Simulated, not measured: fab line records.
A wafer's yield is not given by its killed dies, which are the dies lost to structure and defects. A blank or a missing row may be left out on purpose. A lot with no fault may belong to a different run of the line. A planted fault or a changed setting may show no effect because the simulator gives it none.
fab line records | flow n5Finfet
record lots=5 | wafers=13 | lastDay=18
route steps=1938 shown BEOL_M7@1299 PASSIVATION@1936
lots that met no fault: taken from a fault-free run of the same line
startH: start of the lot's first displayed wafer, in hours after the record's first day | waitH: hours elapsed since this lot's preceding step | " identical to the entry in the row above | L1.1+2: one row covering several wafers at once | - no value, or no start given | * or withheld: withheld | < > ~ a bound
route shown NAME@n: names a module that has steps shown in the file, with the first one's number in the route | usual: mean and standard deviation over wafers with no fault | same: alike in all rows | chamber/n: place in a boat | sites: per-site readings | _std_site: how widely they spread, as a standard deviation | _edge_site: outer sites' mean less inner sites' | radiusMm: how far each site lies from the wafer's centre | mask NAME#n: copy n | behind: the last tool/chamber to shape the wafer | hold: why the lot was held/for how many hours/how that ended | device: names the non-switching transistor (n, p or np) | end of line: the route-end tests of the same wafers | a step given without rows: its recipe and nothing more | killed: dies that structure and defects cost at the first sort, which is not the same as the wafer's yield | map: dies across one wafer; x = killed, . = not, _ = none there
set.NAME: the setting that was run; set.NAME@STEP: the one run at that earlier step | model.NAME: the simulator's own value behind a step, which no gauge read
lots at some steps of the route; a table a step, a row a wafer
services: when a tool's chamber went out of use (startH, in hours from the record's first day, below 0 if earlier), for how many hours, and the reason
## steps
# step N5_BEOL_M7_DESCUM_33
# recipe chemistry=O2 | timeS=7 | sourcePowerW=50 | biasPowerW=20 | pressureMtorr=20 | rfFrequencyHz=2.712e+07 | tempC=40 | resist=CAR-EUV | o2FlowSccm=225
# step N5_BEOL_M7_ETCH_72
# recipe chemistry=N2/H2 | target=underlayer | targetDepthA=65 | maskMaterial=CAR-EUV | timeS=5.2 | ionEnergyEv=200 | pressureMtorr=30 | sourceW=840 | biasW=150 | n2FlowSccm=200 | h2FlowSccm=200 | ends=cleared
# step N5_BEOL_M7_ETCH_65
# recipe chemistry=CF4 | target=SiARC | targetDepthA=156 | maskMaterial=CAR-EUV | timeS=26 | ionEnergyEv=80 | pressureMtorr=40 | sourceW=545 | biasW=36 | Ar_flow_sccm=100 | cf4FlowSccm=100 | ends=cleared
# step N5_BEOL_M7_ETCH_66
# recipe chemistry=N2/H2 | target=SOC | targetDepthA=800 | overetchA=160 | maskMaterial=SiARC | tempC=40 | timeS=120 | ionEnergyEv=200 | pressureMtorr=30 | sourceW=840 | biasW=150 | n2FlowSccm=200 | h2FlowSccm=200
# step N5_BEOL_M7_STRIP_69
# recipe chemistry=N2/H2 | tempC=40 | n2FlowSccm=200 | h2FlowSccm=200 | rfFrequencyHz=6e+07
# step N5_BEOL_M7_STRIP_73
# recipe chemistry=N2/H2 | tempC=40 | n2FlowSccm=200 | h2FlowSccm=200 | rfFrequencyHz=6e+07
# step N5_BEOL_M7_VIA_ETCH_34
# recipe chemistry=C4F6/O2 | target=SiCOH_lowk | targetDepthA=1255 | maskMaterial=SOC | taperDeg=4 | timeS=50.5 | ionEnergyEv=250 | pressureMtorr=30 | sourceW=345 | biasW=185 | Ar_flow_sccm=300 | C4F6_flow_sccm=10 | O2_flow_sccm=10
# step N5_BEOL_M7_STRIP_76
# recipe chemistry=C4F6/O2 | resist=SiARC | rfFrequencyHz=6e+07
# step N5_BEOL_M7_STRIP_36
# recipe chemistry=N2/H2 | powerW=450 | tempC=40 | pressureMtorr=20 | rfFrequencyHz=6e+07 | overashFraction=0.3 | biasPowerW=7 | h2Frac=0.5 | n2FlowSccm=200 | h2FlowSccm=200
# step N5_BEOL_M7_TRENCH_ETCH_37
# recipe chemistry=C4F6/O2 | targetDepthA=934.78 | target=SiCOH_lowk | timeS=31.2 | ionEnergyEv=250 | pressureMtorr=30 | sourceW=345 | biasW=185 | Ar_flow_sccm=300 | C4F6_flow_sccm=10 | O2_flow_sccm=10
# usual O2_flow_sccm=10.000/0.028 | drypumpMotorCurrentA=6.0/0.39 | oesProductAu=0.79/0.078 | rfVppV=667/7.5 | runLengthS=54.6/0.5 | showerheadPlenumPTorr=2.81/0.11 | throttleValvePct=20.97/0.21
lot.wafer | tool       | chamber | startH | waitH | O2_flow_sccm | drypumpMotorCurrentA | oesProductAu | rfHoursCounterH | rfVppV | runLengthS | showerheadPlenumPTorr | throttleValvePct | model.BEOL_M7.featureDepthNm | model.etch.depthNm
L261.3    | rieDiel-03 | 0       | 255.15 | -     | 9.982        | 5.8                  | 0.80         | 89              | 672    | 57.3       | 2.86                  | 21.09            | 100.8                        | 100.7
L261.5    | "          | 3       | "      | "     | 10.056       | 5.6                  | 0.81         | -               | 678    | 57.3       | 3.00                  | 20.44            | 100.2                        | 100.2
L262.2    | rieDiel-03 | 1       | 258.11 | -     | 9.990        | 6.2                  | 0.75         | 151             | 660    | 54.4       | 2.62                  | 20.86            | 91.8                         | 91.82
L262.3    | "          | 0       | "      | "     | 9.971        | 5.9                  | 0.80         | 90              | 670    | 57.5       | 2.86                  | 21.08            | 99.8                         | 99.82
L262.5    | "          | 1       | "      | "     | 10.008       | 6.2                  | 0.76         | -               | 662    | 56.5       | 2.62                  | 20.87            | 98                           | 97.92
L264.3    | rieDiel-03 | 3       | 278.53 | -     | 10.042       | 5.6                  | 0.81         | 79              | 678    | 57.0       | 2.99                  | 20.46            | 101.8                        | 101.7
L264.4    | "          | 0       | "      | "     | 9.998        | 5.8                  | 0.79         | 96              | 670    | 54.8       | 2.86                  | 21.10            | 93.4                         | 93.36
L274.1    | rieDiel-01 | 3       | 329.89 | -     | 9.998        | 6.0                  | 0.70         | 224             | 655    | 55.1       | 2.82                  | 21.06            | 91.8                         | 91.84
L274.5    | "          | 3       | "      | "     | 10.023       | 6.0                  | 0.70         | -               | 656    | 54.9       | 2.82                  | 21.05            | 92.4                         | 92.34
L274.6    | "          | 2       | "      | "     | 10.011       | 5.5                  | 0.86         | -               | 675    | 55.3       | 2.88                  | 21.06            | 92.4                         | 92.42
L275.1    | rieDiel-03 | 1       | 347.66 | -     | 9.971        | 6.2                  | 0.73         | 180             | 661    | 54.3       | 2.61                  | 20.89            | 92.2                         | 92.18
L275.3    | "          | 3       | "      | "     | 10.000       | 5.5                  | 0.78         | 99              | 678    | 54.8       | 2.98                  | 20.50            | 93.4                         | 93.34
L275.6    | "          | 2       | "      | "     | 9.980        | 5.9                  | 0.96         | -               | 673    | 54.0       | 2.81                  | 21.01            | 94.4                         | 94.35
# step N5_BEOL_M7_ETCH_41
# recipe chemistry=CH3F/O2 | target=SiCN | targetDepthA=319 | taperDeg=2 | timeS=57.8 | ionEnergyEv=120 | maskMaterial=TiN | pressureMtorr=30 | sourceW=395 | biasW=75 | Ar_flow_sccm=150 | CH3F_flow_sccm=30 | O2_flow_sccm=20
# step N5_BEOL_M7_STRIP_80
# recipe chemistry=N2/H2 | timeS=10 | powerW=450 | tempC=40 | pressureMtorr=20 | rfFrequencyHz=6e+07 | biasPowerW=7 | n2FlowSccm=200 | h2FlowSccm=200
# step N5_BEOL_M7_OCD_MEAS_38
# usual trenchDepthNm=93.2/1.2
lot.wafer | tool   | chamber | startH | waitH | trenchDepthNm
L261.3    | ocd-01 | -       | 255.31 | -     | 100.6
L261.5    | "      | -       | "      | "     | 101.0
L262.2    | ocd-01 | -       | 258.27 | -     | 91.6
L262.3    | "      | -       | "      | "     | 100.0
L262.5    | "      | -       | "      | "     | 97.7
L264.3    | ocd-02 | -       | 278.69 | -     | 101.2
L264.4    | "      | -       | "      | "     | 92.8
L274.1    | ocd-01 | -       | 330.05 | -     | 91.7
L274.5    | "      | -       | "      | "     | 92.2
L274.6    | "      | -       | "      | "     | 92.8
L275.1    | ocd-02 | -       | 347.82 | -     | 92.6
L275.3    | "      | -       | "      | "     | 93.3
L275.6    | "      | -       | "      | "     | 94.0
# step N5_BEOL_M7_HM_STRIP_39
# recipe chemistry=peroxideTinStrip | material=TiN | targetDepthA=250 | tempC=50 | timeS=158
# step N5_BEOL_M7_SRD_40
# recipe timeS=30 | tempC=23 | rinseLiquid=diw | dry=ipaMarangoni
# step N5_BEOL_M7_PRECLEAN_42
# recipe chemistry=residueRemover | timeS=60 | tempC=40
# step N5_BEOL_M7_SRD_43
# recipe timeS=30 | tempC=23 | rinseLiquid=diw | dry=ipaMarangoni
# step N5_BEOL_M7_CURE_75
# recipe tempC=370 | timeS=120 | ambient=DMADMS/He | material=SiCOH_lowk
# step N5_BEOL_M7_DEGAS_44
# recipe ambient=vacuum | tempC=250 | timeS=60
# step N5_BEOL_M7_PRE_CLEAN_45
# recipe gas=H2/He | timeS=30 | tempC=250
# step N5_BEOL_M7_ALD_77
# recipe material=TaN | targetThkA=20 | tempC=275 | aldPrecursorFamily=PDMAT | aldCoReactant=NH3 | pressureTorr=3 | carrierFlowSccm=1500 | pulseTimeS=2 | purgeTimeS=3 | coReactantPurgeTimeS=2 | coReactantPulseTimeS=3 | aldCycles=40 | precursorVesselTempC=75 | precursorVesselPressureTorr=26.25 | precursorVesselCarrierSccm=1000
# step N5_BEOL_M7_SURFACE_TREAT_79
# recipe gas=Ar | timeS=* | ionEnergyEv=* | ionCurrentMaCm2=0.5 | pressureMtorr=* | arFlowSccm=30
# step N5_BEOL_M7_CVD_78
# recipe material=Co | targetThkA=20 | tempC=withheld | precursor=CCTBA/H2 | pressureTorr=30 | timeS=142.3
# step N5_BEOL_M7_SPUTTER_48
# recipe material=Cu | targetThkA=100 | tempC=-20 | biasV=60 | powerW=26000 | chamberPressurePa=0.13 | timeS=1.667
# step N5_BEOL_M7_ECD_50
# recipe material=Cu | targetThkA=3000
# step N5_BEOL_M7_ANNEAL_51
# recipe tempC=225 | timeS=90 | ambient=N2
# step N5_BEOL_M7_CMP_52
# recipe stopOn=SiCOH_lowk | tOverpolishS=6.9 | downForcePsi=1 | platenRpm=50 | clearingPlatenDownForcePsi=1.5 | clearingPlatenRpm=50 | postCmpClean=cuAlkaline | targetThkNm=80 | clearingPlatenPadVelocityMS=0.99484 | padVelocityMS=0.99484
# usual barrierFieldEndpointS=29.4/0.65 | motorCurrentA=6.1/0.46 | overpolishRunS=6.901/0.0098 | timeToEndpointS=63/3.2
lot.wafer | tool   | chamber | startH | waitH | barrierFieldEndpointS | motorCurrentA | overpolishRunS | timeToEndpointS | model.Cu_of_BEOL_M7_ECD_50.thkNm
L261.3    | cmp-03 | 2       | 257.28 | 0.2   | 29.8                  | 5.7           | 6.907          | 65              | 87.6
L261.5    | "      | 2       | "      | "     | 29.2                  | 5.9           | 6.902          | 64              | 87.2
L262.3    | cmp-03 | 2       | 261.95 | 0.2   | 28.7                  | 5.7           | 6.894          | 63              | 86.2
L262.2    | "      | 0       | "      | "     | 28.7                  | 6.7           | 6.908          | 59              | 77
L262.5    | "      | 2       | "      | "     | 29.3                  | 5.6           | 6.897          | 63              | 85
L264.3    | cmp-03 | 3       | 280.84 | 0.2   | 28.2                  | 6.0           | 6.919          | 58              | 86
L264.4    | "      | 0       | "      | "     | 29.2                  | 6.3           | 6.900          | 61              | 77.8
L274.1    | cmp-02 | 0       | 331.89 | 0.3   | 29.5                  | 5.7           | 6.900          | 65              | 77.8
L274.6    | "      | 0       | "      | "     | 28.2                  | 6.1           | 6.901          | 59              | 79.4
L274.5    | "      | 1       | "      | "     | 28.8                  | 6.2           | 6.882          | 60              | 76.6
L275.1    | cmp-04 | 1       | 350.12 | 0.3   | 29.2                  | 5.9           | 6.906          | 64              | 80.4
L275.3    | "      | 2       | "      | "     | 30.1                  | 5.9           | 6.914          | 69              | 81.4
L275.6    | "      | 0       | "      | "     | 29.4                  | 5.3           | 6.899          | 65              | 82
# step N5_BEOL_M7_THK_MEAS_53
# recipe thkMeasGauge=xrf | reads=Cu_of_BEOL_M7_ECD_50
# usual M7_THK=78.9/1.9
lot.wafer | tool         | chamber | startH | waitH | M7_THK[nm]
L261.3    | filmMetro-01 | -       | 257.53 | -     | 87.0
L261.5    | "            | -       | "      | "     | 86.6
L262.2    | filmMetro-02 | -       | 262.21 | -     | 74.9
L262.3    | "            | -       | "      | "     | 84.0
L262.5    | "            | -       | "      | "     | 83.3
L264.3    | filmMetro-02 | -       | 281.13 | -     | 84.8
L264.4    | "            | -       | "      | "     | 76.8
L274.1    | filmMetro-01 | -       | 332.18 | -     | 76.7
L274.5    | "            | -       | "      | "     | 75.6
L274.6    | "            | -       | "      | "     | 78.3
L275.1    | filmMetro-01 | -       | 350.34 | -     | 78.9
L275.3    | "            | -       | "      | "     | 80.5
L275.6    | "            | -       | "      | "     | 80.4
# step N5_BEOL_M7_PRE_CLEAN_55
# recipe gas=NH3 | timeS=15 | tempC=withheld | rfPowerW=300
# step N5_BEOL_M7_DEP_56
# recipe material=SiCN | targetThkA=100 | tempC=withheld | precursor=3MS/NH3 | pressureTorr=3 | rfW=202 | timeS=17.5
# step N5_BEOL_M7_RS_MEAS_57
# recipe thkMeasGauge=four-point-probe | reads=Cu_of_BEOL_M7_ECD_50+Co_of_BEOL_M7_CVD_78+TaN_of_BEOL_M7_ALD_77
# usual M7_RS=0.287/0.0076
lot.wafer | tool         | chamber | startH | waitH | M7_RS[ohm/sq]
L261.3    | filmMetro-02 | -       | 257.66 | 0.1   | 0.258
L261.5    | "            | -       | "      | "     | 0.259
L262.2    | filmMetro-02 | -       | 262.34 | 0.1   | 0.300
L262.3    | "            | -       | "      | "     | 0.262
L262.5    | "            | -       | "      | "     | 0.267
L264.3    | filmMetro-01 | -       | 281.29 | 0.1   | 0.263
L264.4    | "            | -       | "      | "     | 0.296
L274.1    | filmMetro-01 | -       | 332.31 | 0.1   | 0.296
L274.5    | "            | -       | "      | "     | 0.301
L274.6    | "            | -       | "      | "     | 0.288
L275.1    | filmMetro-02 | -       | 350.47 | 0.1   | 0.285
L275.3    | "            | -       | "      | "     | 0.280
L275.6    | "            | -       | "      | "     | 0.278
# step N5_PASSIVATION_PROBE_49
# usual defectLimitedYield=91.3/1.4 | killed_at_M0_to_M3=33/10 | killed_at_M4_up=15/6.1 | killedAtContacts=12/6.7 | killedAtFrontEnd=39/11 | killedAtOther=4/3.3 | killedDies=103/16 | killedOnRim=14/4 | killedOpen=68/12 | killedShort=34/7.2 | sort_bin_5_function=5.1/0.88 | sort_bin_6_memory=3.3/0.67 | sortNPass=1077/16 | sortYieldPct=91.3/1.4
# same grossDies=1180 | killedAtBackSide=0 | sort_bin_4_leakage[%]=0 | sort_bin_8_speed[%]=0
lot.wafer | tool      | chamber | startH | waitH | defectLimitedYield[%] | killed_at_M0_to_M3 | killed_at_M4_up | killedAtContacts | killedAtFrontEnd | killedAtOther | killedDies | killedOnRim | killedOpen | killedShort | sort_bin_5_function[%] | sort_bin_6_memory[%] | sortNPass | sortYieldPct[%]
L261.3    | prober-02 | -       | 332.33 | 0.1   | 90.8                  | 48                 | 11              | 21               | 25               | 3             | 108        | 12          | 66         | 39          | 5.6                    | 3.1                  | 1072      | 90.8
L261.5    | prober-02 | -       | 332.43 | 0.2   | 92.9                  | 25                 | 8               | 17               | 30               | 4             | 84         | 10          | 58         | 26          | 4.1                    | 2.8                  | 1096      | 92.9
L262.2    | prober-02 | -       | 335.51 | 0.1   | 91.4                  | 39                 | 13              | 11               | 37               | 1             | 101        | 8           | 51         | 47          | 5.1                    | 2.9                  | 1079      | 91.4
L262.3    | prober-02 | -       | 335.56 | 0.1   | 92.3                  | 40                 | 11              | 6                | 31               | 3             | 91         | 15          | 65         | 26          | 4.2                    | 3.3                  | 1089      | 92.3
L262.5    | prober-02 | -       | 335.66 | 0.2   | 92.5                  | 45                 | 13              | 3                | 24               | 4             | 89         | 13          | 51         | 38          | 5.0                    | 2.2                  | 1091      | 92.5
L264.3    | prober-02 | -       | 347.69 | 0.1   | 92.1                  | 37                 | 12              | 19               | 22               | 3             | 93         | 13          | 67         | 26          | 4.6                    | 3.2                  | 1087      | 92.1
L264.4    | prober-02 | -       | 347.74 | 0.2   | 91.5                  | 26                 | 17              | 21               | 31               | 5             | 100        | 16          | 80         | 20          | 5.4                    | 2.9                  | 1080      | 91.5
L274.1    | prober-01 | -       | 404.99 | 0.0   | 93.6                  | 21                 | 15              | 6                | 21               | 13            | 76         | 12          | 44         | 29          | 3.2                    | 3.1                  | 1104      | 93.6
L274.5    | prober-01 | -       | 405.19 | 0.2   | 91.6                  | 35                 | 23              | 4                | 29               | 8             | 99         | 15          | 75         | 23          | 5.1                    | 3.2                  | 1081      | 91.6
L274.6    | prober-01 | -       | 405.24 | 0.3   | 91.5                  | 35                 | 17              | 23               | 22               | 3             | 100        | 15          | 68         | 30          | 4.9                    | 3.2                  | 1080      | 91.5
L275.1    | prober-02 | -       | 428.16 | 0.0   | 92.6                  | 20                 | 14              | 9                | 32               | 12            | 87         | 9           | 59         | 26          | 4.0                    | 2.9                  | 1093      | 92.6
L275.3    | prober-02 | -       | 428.26 | 0.1   | 92.5                  | 21                 | 18              | 14               | 30               | 6             | 89         | 10          | 65         | 22          | 4.2                    | 3.1                  | 1091      | 92.5
L275.6    | prober-02 | -       | 428.41 | 0.3   | 93.1                  | 22                 | 12              | 10               | 32               | 6             | 82         | 9           | 51         | 30          | 4.2                    | 2.8                  | 1098      | 93.1
# killed by level:class
L261.3 MOL_CONTACT_COAG:geometricParticle:open=17 BEOL_M0_SAQP:geometricParticle:short=13 DUMMY_GATE:geometricParticle:open=7 BEOL_M0_SAQP:geometricParticle:open=7 BEOL_M3:geometricParticle:open=7 BEOL_M0:geometricParticle:open=6 BEOL_M3:geometricParticle:short=6 BEOL_M4:geometricParticle:open=5
L261.5 MOL_CONTACT_COAG:geometricParticle:open=15 BEOL_M0_SAQP:geometricParticle:open=10 DUMMY_GATE:geometricParticle:open=7 BEOL_M0:geometricParticle:open=6 FIN_SAQP:geometricParticle:short=5 STARTING-WAFER:geometricParticle:short=5 BEOL_M0_SAQP:geometricParticle:short=4 BEOL_M9:geometricParticle:open=3
L262.2 BEOL_M2:geometricParticle:open=15 FIN_SAQP:geometricParticle:short=6 ILD0:geometricParticle:short=6 MOL_CONTACT_COAG:geometricParticle:short=6 BEOL_M0_SAQP:geometricParticle:short=6 GATE_CUT:geometricParticle:short=5 MOL_CONTACT_COAG:geometricParticle:open=5 BEOL_M7:geometricParticle:open=5
L262.3 BEOL_M2:geometricParticle:open=12 FIN_SAQP:geometricParticle:open=10 BEOL_M0_SAQP:geometricParticle:short=9 BEOL_M0_SAQP:geometricParticle:open=7 MOL_CONTACT_COAG:geometricParticle:open=6 BEOL_M3:geometricParticle:open=5 FIN_SAQP:geometricParticle:short=4 DUMMY_GATE:geometricParticle:open=4
L262.5 BEOL_M0_SAQP:geometricParticle:short=10 BEOL_M3:geometricParticle:short=8 BEOL_M1:geometricParticle:open=6 BEOL_M4:geometricParticle:open=6 ILD0:geometricParticle:short=5 BEOL_M0_SAQP:geometricParticle:open=5 BEOL_M0:geometricParticle:open=5 BEOL_M2:geometricParticle:open=5
L264.3 MOL_CONTACT_COAG:geometricParticle:open=15 BEOL_M2:geometricParticle:open=15 BEOL_M0_SAQP:geometricParticle:open=7 BEOL_M0_SAQP:geometricParticle:short=7 STI_FIN_REVEAL:geometricParticle:open=4 MOL_CONTACT_COAG:geometricParticle:short=4 BEOL_M4:geometricParticle:open=4 STARTING-WAFER:geometricParticle:open=4
L264.4 MOL_CONTACT_COAG:geometricParticle:open=17 FIN_SAQP:geometricParticle:open=15 STI_FIN_REVEAL:geometricParticle:open=8 BEOL_M2:geometricParticle:open=7 BEOL_M3:geometricParticle:open=6 BEOL_M4:geometricParticle:open=5 BEOL_M5:geometricParticle:open=5 MOL_CONTACT_COAG:geometricParticle:short=4
L274.1 MOL_CONTACT_COAG:geometricParticle:open=6 BEOL_M0_SAQP:geometricParticle:open=6 BEOL_M3:geometricParticle:open=6 BEOL_M0_SAQP:geometricParticle:short=5 FIN_SAQP:geometricParticle:open=4 BEOL_M5:geometricParticle:open=4 PAD_METAL:geometricParticle:short=4 STARTING-WAFER:geometricParticle:short=4
L274.5 BEOL_M4:geometricParticle:open=16 BEOL_M2:geometricParticle:open=12 BEOL_M0_SAQP:geometricParticle:open=7 BEOL_M3:geometricParticle:open=7 FIN_SAQP:geometricParticle:short=5 FIN_SAQP:geometricParticle:open=5 GATE_CUT:geometricParticle:short=5 BEOL_M1:geometricParticle:open=4
L274.6 MOL_CONTACT_COAG:geometricParticle:open=18 BEOL_M4:geometricParticle:open=8 BEOL_M2:geometricParticle:open=8 BEOL_M0_SAQP:geometricParticle:open=6 BEOL_M3:geometricParticle:open=6 MOL_CONTACT_COAG:geometricParticle:short=5 BEOL_M0_SAQP:geometricParticle:short=5 DUMMY_GATE:geometricParticle:open=4
L275.1 FIN_SAQP:geometricParticle:open=8 BEOL_M4:geometricParticle:open=6 MOL_CONTACT_COAG:geometricParticle:open=5 BEOL_M0_SAQP:geometricParticle:open=5 STI_FIN_REVEAL:geometricParticle:open=4 GATE_CUT:geometricParticle:short=4 MOL_CONTACT_COAG:geometricParticle:short=4 BEOL_M1:geometricParticle:open=4
L275.3 BEOL_M4:geometricParticle:open=14 MOL_CONTACT_COAG:geometricParticle:open=12 BEOL_M1:geometricParticle:open=11 STI_FIN_REVEAL:geometricParticle:open=5 GATE_CUT:geometricParticle:short=5 BEOL_M1:geometricParticle:short=5 STARTING-WAFER:geometricParticle:short=4 FIN_SAQP:geometricParticle:open=3
L275.6 MOL_CONTACT_COAG:geometricParticle:open=10 BEOL_M0_SAQP:geometricParticle:short=9 STI_FIN_REVEAL:geometricParticle:open=5 FIN_SAQP:geometricParticle:short=4 GATE_CUT:geometricParticle:short=4 BEOL_M1:geometricParticle:open=4 FIN_SAQP:geometricParticle:open=3 DUMMY_GATE:geometricParticle:open=3
## services
tool       | chamber | startH | hours | kind
cmp-03     | -       | 233.51 | -     | consumableReplace:conditioner
cmp-03     | -       | 233.51 | -     | consumableReplace:pad
rieDiel-03 | 2       | 257.83 | 5.3   | repair
cmp-02     | -       | 272.53 | 9.4   | pm
cmp-04     | -       | 275.63 | 4.0   | pm
cmp-03     | -       | 279.06 | 0.5   | repair
cmp-04     | -       | 279.63 | -     | consumableReplace:conditioner
cmp-04     | -       | 279.63 | -     | consumableReplace:pad
cmp-04     | -       | 286.66 | 4.5   | repair
cmp-02     | -       | 293.32 | 24.6  | pm
rieDiel-03 | 2       | 297.32 | -     | clean
rieDiel-03 | 2       | 297.32 | -     | consumableReplace:focusRing
rieDiel-03 | 2       | 297.32 | 15.2  | scheduledDown
rieDiel-03 | 2       | 297.32 | 15.2  | ventCycle
rieDiel-03 | 3       | 305.87 | 4.8   | repair
cmp-02     | -       | 324.02 | 1.0   | repair
cmp-02     | -       | 329.46 | 0.5   | repair
cmp-04     | -       | 335.96 | 8.2   | pm
cmp-03     | -       | 344.57 | 0.5   | repair
## key
firstSign step=N5_BEOL_M7_TRENCH_ETCH_37 | reading=runLengthS | direction=up | sigmas=5 | usual=* | struck=*
effect step=N5_BEOL_M7_OCD_MEAS_38 | reading=trenchDepthNm | direction=up | sigmas=5.7 | usual=93.2 | struck=100.1
effect step=N5_BEOL_M7_THK_MEAS_53 | reading=M7_THK | direction=up | sigmas=3.3 | usual=78.9 | struck=85.1
effect step=N5_BEOL_M7_RS_MEAS_57 | reading=M7_RS | direction=down | sigmas=3.3 | usual=0.287 | struck=0.262
modelEffect step=N5_BEOL_M7_TRENCH_ETCH_37 | value=BEOL_M7.featureDepthNm | without=93.16 | struck=100.1
modelEffect step=N5_BEOL_M7_CMP_52 | value=Cu_of_BEOL_M7_ECD_50.thkNm | without=79.48 | struck=86.4
metAt N5_BEOL_M7_TRENCH_ETCH_37
struckWafers L261.3,L261.5,L262.3,L262.5,L264.3
fault kind=processParameterDrift | tool=rieDiel-03 | chamber=- | onsetH=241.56 | steps=N5_BEOL_M7_TRENCH_ETCH_37 | channel=timeS | offset=* | shape=step | endH=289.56 | scope=struckWafersOnly | actsIn=* | stated=*
